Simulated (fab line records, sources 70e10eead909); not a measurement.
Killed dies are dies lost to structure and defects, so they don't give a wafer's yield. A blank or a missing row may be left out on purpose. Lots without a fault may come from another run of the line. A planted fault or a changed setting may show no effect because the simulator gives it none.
One fault seen from 3 desks | flow nand_harc | each desk has only its own numbers; what lay behind them comes last

THE METROLOGY DESK
What the gauges read, lot by lot, whatever tool the lot ran on: means of the sampled wafers that have a number. A lot is out of limits, marked OUT, if its mean lies more than 4 standard deviations from the usual mean; the brackets give that distance.
Columns: A = thk_nm at NHARC_A_M1_THK_MEAS_24, usual 154.6 nm
lot  | first seen here | A
L519 | day 18 00:01    | 154.2
L520 | day 18 00:36    | 152.9
L521 | day 18 08:44    | 154.5
L522 | day 18 09:04    | 154.6
L527 | day 19 16:35    | 153.4
L530 | day 20 01:20    | 155.3
L529 | day 20 05:55    | 155.7
L535 | day 21 13:39    | 154.7
L539 | day 23 00:30    | 154.4
L541 | day 23 07:38    | 154.0
L540 | day 23 07:50    | 155.2
L542 | day 24 15:23    | 155.3
This desk's finding: nothing out of limits on any of the 12 lots.

THE DEFECT DESK
What the inspections along the route counted, lot by lot: means of the sampled wafers that have a number. A lot is out of limits, marked OUT, if its mean lies more than 4 standard deviations from the usual mean; the brackets give that distance.
Columns: A = raw_defect_count at NHARC_A_BONDPAD_INSPECT_23, usual 498
lot  | first seen here | A
L519 | day 18 05:20    | 541
L520 | day 18 06:05    | 543
L521 | day 18 14:14    | 594
L522 | day 18 14:35    | 761
L527 | day 19 21:44    | 472
L530 | day 20 06:22    | 445
L529 | day 20 10:44    | 512
L535 | day 21 18:29    | 377
L539 | day 23 05:26    | 500
L541 | day 23 12:27    | 486
L540 | day 23 13:02    | 573
L542 | day 24 20:17    | 573
This desk's finding: nothing out of limits on any of the 12 lots.

THE TOOL OWNER'S DESK: pecvd-02
The tool's own readings at NHARC_THIN_TSV_DEP_47 (deposits SiO2, target thk 200 nm): means of the sampled wafers that have a number, for each lot that ran on this tool. A lot is out of limits, marked OUT, if its mean lies more than 4 standard deviations from the usual mean; the brackets give that distance.
Columns: A = flow_sccm at NHARC_THIN_TSV_DEP_47, usual 2652 sccm; B = throttle_valve_pct at NHARC_THIN_TSV_DEP_47, usual 15.9 %
lot  | first seen here | A    | B
L519 | day 19 02:01    | 2643 | 15.6
L521 | day 19 07:37    | 2656 | 15.5
L529 | day 20 22:13    | 2657 | 15.4
L530 | day 20 23:42    | 2649 | 15.6
L539 | day 23 23:25    | 2652 | 15.7
L541 | day 24 00:35    | 2645 | 15.7
L540 | day 24 10:29    | 2658 | 15.5
L542 | day 25 11:59    | 2651 | 15.6
This desk's finding: nothing out of limits on any of the 8 lots.

PUT TOGETHER
The metrology desk saw nothing out of limits.
The defect desk saw nothing out of limits.
The tool owner's desk saw nothing out of limits.

WHAT THE SIMULATOR HAD PUT IN
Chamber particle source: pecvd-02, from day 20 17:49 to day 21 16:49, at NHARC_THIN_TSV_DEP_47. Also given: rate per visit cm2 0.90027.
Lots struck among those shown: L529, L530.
